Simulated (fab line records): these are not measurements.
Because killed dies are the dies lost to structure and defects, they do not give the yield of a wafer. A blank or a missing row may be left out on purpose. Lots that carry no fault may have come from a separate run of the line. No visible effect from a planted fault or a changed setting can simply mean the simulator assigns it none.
Split-lot trial || flow n5_finfet || route with 1938 steps; 7 lots, 21 wafers read

THE SPLIT
At N5_BEOL_M4_DESCUM_33 (chemistry O2, time 7 s), the setting time_s was moved away from the recipe's 7 s on 7 of the 21 wafers read, by -15.3% to +14.8%. The other wafers ran this setting at the recipe's value.

FROM THE SPLIT TO THE READING: what the file shows between them, 3 steps
- N5_BEOL_M4_ETCH_77: etches underlayer in N2/H2, target depth 6.5 nm, time 5.2 s
- N5_BEOL_M4_ETCH_69: etches SiARC in CF4, target depth 15.6 nm, time 26 s
- N5_BEOL_M4_ALD_98: deposits SiO2, target thk 2.5 nm, pulse time 1 s, co reactant pulse time 1 s

THE READING
CAR-EUV_of_BEOL_M4_COAT_22.thk_nm (the simulator's own value, which no gauge read), in nm, at N5_BEOL_M4_ETCHBACK_99 (etches SiO2 in CHF3, target depth 5 nm, time 10.4 s). The file does not state a usual value for it. Average 10.5 nm, standard deviation 0.096 nm, over the 14 wafers here run with the recipe.

{"wafer": "L074.1", "tool, chamber at the split": "rie_diel-01, 3", "time_s as run, s": 7, "against the recipe": "recipe", "CAR-EUV_of_BEOL_M4_COAT_22.thk_nm, nm": 10.6, "against lot-mates on the recipe": "-"}
{"wafer": "L074.4", "tool, chamber at the split": "rie_diel-01, 0,1", "time_s as run, s": 6.13, "against the recipe": "-12.4%", "CAR-EUV_of_BEOL_M4_COAT_22.thk_nm, nm": 10.8, "against lot-mates on the recipe": "+0.2"}
{"wafer": "L074.6", "tool, chamber at the split": "rie_diel-01, 0,1", "time_s as run, s": 6.13, "against the recipe": "-12.4%", "CAR-EUV_of_BEOL_M4_COAT_22.thk_nm, nm": 10.8, "against lot-mates on the recipe": "+0.2"}
{"wafer": "L075.1", "tool, chamber at the split": "rie_diel-01, 2", "time_s as run, s": 7, "against the recipe": "recipe", "CAR-EUV_of_BEOL_M4_COAT_22.thk_nm, nm": 10.4, "against lot-mates on the recipe": "-"}
{"wafer": "L075.6", "tool, chamber at the split": "rie_diel-01, 2", "time_s as run, s": 7, "against the recipe": "recipe", "CAR-EUV_of_BEOL_M4_COAT_22.thk_nm, nm": 10.4, "against lot-mates on the recipe": "-"}
{"wafer": "L075.3", "tool, chamber at the split": "rie_diel-01, 3", "time_s as run, s": 7.474, "against the recipe": "+6.8%", "CAR-EUV_of_BEOL_M4_COAT_22.thk_nm, nm": 10, "against lot-mates on the recipe": -0.4}
{"wafer": "L077.4", "tool, chamber at the split": "rie_diel-04, 1", "time_s as run, s": 7, "against the recipe": "recipe", "CAR-EUV_of_BEOL_M4_COAT_22.thk_nm, nm": 10.6, "against lot-mates on the recipe": "-"}
{"wafer": "L077.6", "tool, chamber at the split": "rie_diel-04, 1", "time_s as run, s": 7, "against the recipe": "recipe", "CAR-EUV_of_BEOL_M4_COAT_22.thk_nm, nm": 10.6, "against lot-mates on the recipe": "-"}
{"wafer": "L077.5", "tool, chamber at the split": "rie_diel-04, 2", "time_s as run, s": 8.035, "against the recipe": "+14.8%", "CAR-EUV_of_BEOL_M4_COAT_22.thk_nm, nm": 10, "against lot-mates on the recipe": -0.6}
{"wafer": "L079.3", "tool, chamber at the split": "rie_diel-01, 2,0", "time_s as run, s": 7, "against the recipe": "recipe", "CAR-EUV_of_BEOL_M4_COAT_22.thk_nm, nm": 10.4, "against lot-mates on the recipe": "-"}
{"wafer": "L079.4", "tool, chamber at the split": "rie_diel-01, 0", "time_s as run, s": 7, "against the recipe": "recipe", "CAR-EUV_of_BEOL_M4_COAT_22.thk_nm, nm": 10.4, "against lot-mates on the recipe": "-"}
{"wafer": "L079.5", "tool, chamber at the split": "rie_diel-01, 2,0", "time_s as run, s": 7, "against the recipe": "recipe", "CAR-EUV_of_BEOL_M4_COAT_22.thk_nm, nm": 10.6, "against lot-mates on the recipe": "-"}
{"wafer": "L084.1", "tool, chamber at the split": "rie_diel-02, 2", "time_s as run, s": 7, "against the recipe": "recipe", "CAR-EUV_of_BEOL_M4_COAT_22.thk_nm, nm": 10.4, "against lot-mates on the recipe": "-"}
{"wafer": "L084.4", "tool, chamber at the split": "rie_diel-02, 3,2", "time_s as run, s": 5.932, "against the recipe": "-15.3%", "CAR-EUV_of_BEOL_M4_COAT_22.thk_nm, nm": 10.8, "against lot-mates on the recipe": "+0.4"}
{"wafer": "L084.6", "tool, chamber at the split": "rie_diel-02, 3,2", "time_s as run, s": 5.932, "against the recipe": "-15.3%", "CAR-EUV_of_BEOL_M4_COAT_22.thk_nm, nm": 10.8, "against lot-mates on the recipe": "+0.4"}
{"wafer": "L089.3", "tool, chamber at the split": "rie_diel-04, 3,2", "time_s as run, s": 7, "against the recipe": "recipe", "CAR-EUV_of_BEOL_M4_COAT_22.thk_nm, nm": 10.4, "against lot-mates on the recipe": "-"}
{"wafer": "L089.5", "tool, chamber at the split": "rie_diel-04, 1", "time_s as run, s": 7, "against the recipe": "recipe", "CAR-EUV_of_BEOL_M4_COAT_22.thk_nm, nm": 10.4, "against lot-mates on the recipe": "-"}
{"wafer": "L089.4", "tool, chamber at the split": "rie_diel-04, 3,2", "time_s as run, s": 7, "against the recipe": "recipe", "CAR-EUV_of_BEOL_M4_COAT_22.thk_nm, nm": 10.6, "against lot-mates on the recipe": "-"}
{"wafer": "L091.1", "tool, chamber at the split": "rie_diel-01, 0,3", "time_s as run, s": 7, "against the recipe": "recipe", "CAR-EUV_of_BEOL_M4_COAT_22.thk_nm, nm": 10.4, "against lot-mates on the recipe": "-"}
{"wafer": "L091.2", "tool, chamber at the split": "rie_diel-01, 0,3", "time_s as run, s": 7, "against the recipe": "recipe", "CAR-EUV_of_BEOL_M4_COAT_22.thk_nm, nm": 10.4, "against lot-mates on the recipe": "-"}
{"wafer": "L091.6", "tool, chamber at the split": "rie_diel-01, 3", "time_s as run, s": 6.073, "against the recipe": "-13.2%", "CAR-EUV_of_BEOL_M4_COAT_22.thk_nm, nm": 10.8, "against lot-mates on the recipe": "+0.4"}
The file does not say which wafer passed through which chamber wherever a row lists several chambers: such a row stands for several wafers.

THE FIT
A straight line over all 21 wafers: CAR-EUV_of_BEOL_M4_COAT_22.thk_nm changes by -0.0281 nm for each +1% of time_s; r = -0.90; the points scatter about the line by 0.11 nm.
The same after taking each lot's own level away (the mean of its wafers on the recipe; 21 wafers): -0.0295 nm for each +1%; r = -0.93; scatter 0.089 nm.
That fit puts the effect of the largest move of time_s on the reading at 0.45 nm.
From 10.40 to 10.60 nm: that is the span of the lots' own levels, equal to 2.1 times the standard deviation above.
Hence the lot-to-lot level has little effect on the slope; both slopes agree.
Check: for one of the wafers moved furthest among these (-15.3%), held out of the fit, the line's prediction against its lot-mates is +0.416 nm. Against them it came out at +0.4 nm.

FURTHER SPLITS ON THESE WAFERS
Before the reading, these wafers also passed through other splits. Each is held against what the fit with the lots' levels taken away leaves over:
{"other split on the same wafers": "N5_BEOL_M2_EXPOSE_25 dose_mj", "wafers away from the commonest value": 7, "r with CAR-EUV_of_BEOL_M4_COAT_22.thk_nm (lot level and that fit taken away)": "+0.10"}
{"other split on the same wafers": "N5_BEOL_M3_PECVD_72 time_s", "wafers away from the commonest value": 7, "r with CAR-EUV_of_BEOL_M4_COAT_22.thk_nm (lot level and that fit taken away)": -0.12}
{"other split on the same wafers": "N5_BEOL_M4_COAT_67 spin_rpm", "wafers away from the commonest value": 5, "r with CAR-EUV_of_BEOL_M4_COAT_22.thk_nm (lot level and that fit taken away)": -0.23}

THE WHOLE CHAIN: every reading that the file lists as answering this split, in the file's order
{"step": "N5_BEOL_M4_DESCUM_33", "what it does": "chemistry O2, time 7 s", "reading": "CAR-EUV_of_BEOL_M4_COAT_22.thk_nm (the simulator's own value, which no gauge read)", "change (the file's fit)": "-0.0367 nm for each +1% of the setting", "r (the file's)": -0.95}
{"step": "N5_BEOL_M4_ETCH_77", "what it does": "etches underlayer in N2/H2, target depth 6.5 nm, time 5.2 s", "reading": "CAR-EUV_of_BEOL_M4_COAT_22.thk_nm (the simulator's own value, which no gauge read)", "change (the file's fit)": "-0.0327 nm for each +1% of the setting", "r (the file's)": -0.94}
{"step": "N5_BEOL_M4_ETCH_69", "what it does": "etches SiARC in CF4, target depth 15.6 nm, time 26 s", "reading": "CAR-EUV_of_BEOL_M4_COAT_22.thk_nm (the simulator's own value, which no gauge read)", "change (the file's fit)": "-0.0319 nm for each +1% of the setting", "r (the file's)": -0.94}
{"step": "N5_BEOL_M4_ETCHBACK_99", "what it does": "etches SiO2 in CHF3, target depth 5 nm, time 10.4 s", "reading": "CAR-EUV_of_BEOL_M4_COAT_22.thk_nm (the simulator's own value, which no gauge read)", "change (the file's fit)": "-0.0308 nm for each +1% of the setting", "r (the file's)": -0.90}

FILE'S OWN FIT
CAR-EUV_of_BEOL_M4_COAT_22.thk_nm changes by -0.0308 nm for each +1% of time_s, r = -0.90.
